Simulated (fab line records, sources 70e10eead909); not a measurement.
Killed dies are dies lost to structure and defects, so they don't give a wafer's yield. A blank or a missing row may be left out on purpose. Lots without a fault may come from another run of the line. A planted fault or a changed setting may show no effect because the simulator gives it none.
Chamber matching | flow nand_harc | NHARC_P_BONDPAD_CMP_32 on cmp-03: 4 sister chambers
The step polishes SiCN, target thk 200 nm. 4 wafers are shown with their chamber, then 11 later ones without.

WAFERS WITH THEIR CHAMBER
wafer  | chamber | motor_current_A (A)
L084.1 | 2       | 12.7
L088.2 | 0       | 13.1
L088.3 | 3       | 10.8
L090.2 | 1       | 10.8

WAFERS WITHOUT THEIR CHAMBER
wafer  | motor_current_A (A)
L090.5 | 10.4
L090.6 | 12.1
L091.1 | 13.7
L091.3 | 12.7
L091.5 | 13.2
L092.1 | 13.6
L092.4 | 10.9
L092.6 | 11.8
L096.2 | 12.2
L096.3 | 14.3
L096.6 | 13.0

WHICH CHAMBER EACH WENT THROUGH
wafer  | from the rows above               | in truth
L090.5 | can't be placed: 1 or 3           | 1
L090.6 | can't be placed: 2 or 0 or 1 or 3 | 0
L091.1 | can't be placed: 0 or 2           | 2
L091.3 | can't be placed: 2 or 0           | 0
L091.5 | can't be placed: 0 or 2           | 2
L092.1 | can't be placed: 0 or 2           | 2
L092.4 | can't be placed: 1 or 3           | 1
L092.6 | can't be placed: 2 or 1 or 3 or 0 | 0
L096.2 | can't be placed: 2 or 0 or 1 or 3 | 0
L096.3 | can't be placed: 0 or 2           | 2
L096.6 | can't be placed: 0 or 2           | 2
Placed correctly: 0 of 11. Can't be placed from these rows: 11 (the true chamber is among the candidates in 11). Placed wrongly: 0.
How it was worked out, from the rows above alone: a wafer's distance from a chamber is the root of the sum, over the readings, of the square of ((its reading less the chamber's mean) divided by the reading's scatter). The wafer belongs to the nearest chamber; if the next one is less than 2 further off, it can't be placed. A chamber's mean is the mean of its shown wafers. The scatter: with one shown wafer a chamber, the root of the mean of the squares of how far each hidden wafer lies from its nearest shown one.
